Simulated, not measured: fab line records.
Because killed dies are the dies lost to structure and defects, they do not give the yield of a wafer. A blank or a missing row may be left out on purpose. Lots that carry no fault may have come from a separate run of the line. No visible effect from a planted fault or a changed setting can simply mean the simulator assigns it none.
Matching of chambers :: flow nand_harc :: 4 sister chambers for NHARC_P_STI_CMP_21 on cmp-03
The step polishes, t overpolish 20 s, target thk 380.67 nm. 4 wafers are shown with their chamber, then 9 later ones without.

== EACH WAFER AND ITS CHAMBER ==
wafer: L081.2
chamber: 3
motor_current_A (A): 11.2

wafer: L081.5
chamber: 1
motor_current_A (A): 10.9

wafer: L081.3
chamber: 0
motor_current_A (A): 12.7

wafer: L081.6
chamber: 2
motor_current_A (A): 13.0

== WAFERS MISSING THEIR CHAMBER ==
wafer: L082.2
motor_current_A (A): 12.8

wafer: L082.4
motor_current_A (A): 10.8

wafer: L082.6
motor_current_A (A): 10.1

wafer: L088.1
motor_current_A (A): 10.0

wafer: L088.2
motor_current_A (A): 11.9

wafer: L088.3
motor_current_A (A): 12.5

wafer: L092.1
motor_current_A (A): 13.3

wafer: L092.4
motor_current_A (A): 12.3

wafer: L092.6
motor_current_A (A): 13.3

== CHAMBER TAKEN BY EACH ==
wafer: L082.2
from the rows above: can't be placed: 0 or 2
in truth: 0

wafer: L082.4
from the rows above: can't be placed: 1 or 3
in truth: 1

wafer: L082.6
from the rows above: can't be placed: 1 or 3
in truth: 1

wafer: L088.1
from the rows above: can't be placed: 1 or 3
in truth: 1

wafer: L088.2
from the rows above: can't be placed: 3 or 0 or 1 or 2
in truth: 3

wafer: L088.3
from the rows above: can't be placed: 0 or 2
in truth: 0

wafer: L092.1
from the rows above: can't be placed: 2 or 0
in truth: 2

wafer: L092.4
from the rows above: can't be placed: 0 or 2 or 3 or 1
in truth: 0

wafer: L092.6
from the rows above: can't be placed: 2 or 0
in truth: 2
Correct placement for 0 of the 9. Unplaceable from these rows: 9, with the true chamber sitting among the candidates in 9. Wrongly placed: 0.
How it was worked out, from the rows above alone: a wafer's distance from a chamber is the root of the sum, over the readings, of the square of ((its reading less the chamber's mean) divided by the reading's scatter). The wafer belongs to the nearest chamber; if the next one is less than 2 further off, it can't be placed. For every chamber, the mean is computed from those of its wafers that are shown. The scatter (one wafer shown for each chamber): square how far every hidden wafer sits from the nearest shown wafer, average those squares and take the square root.
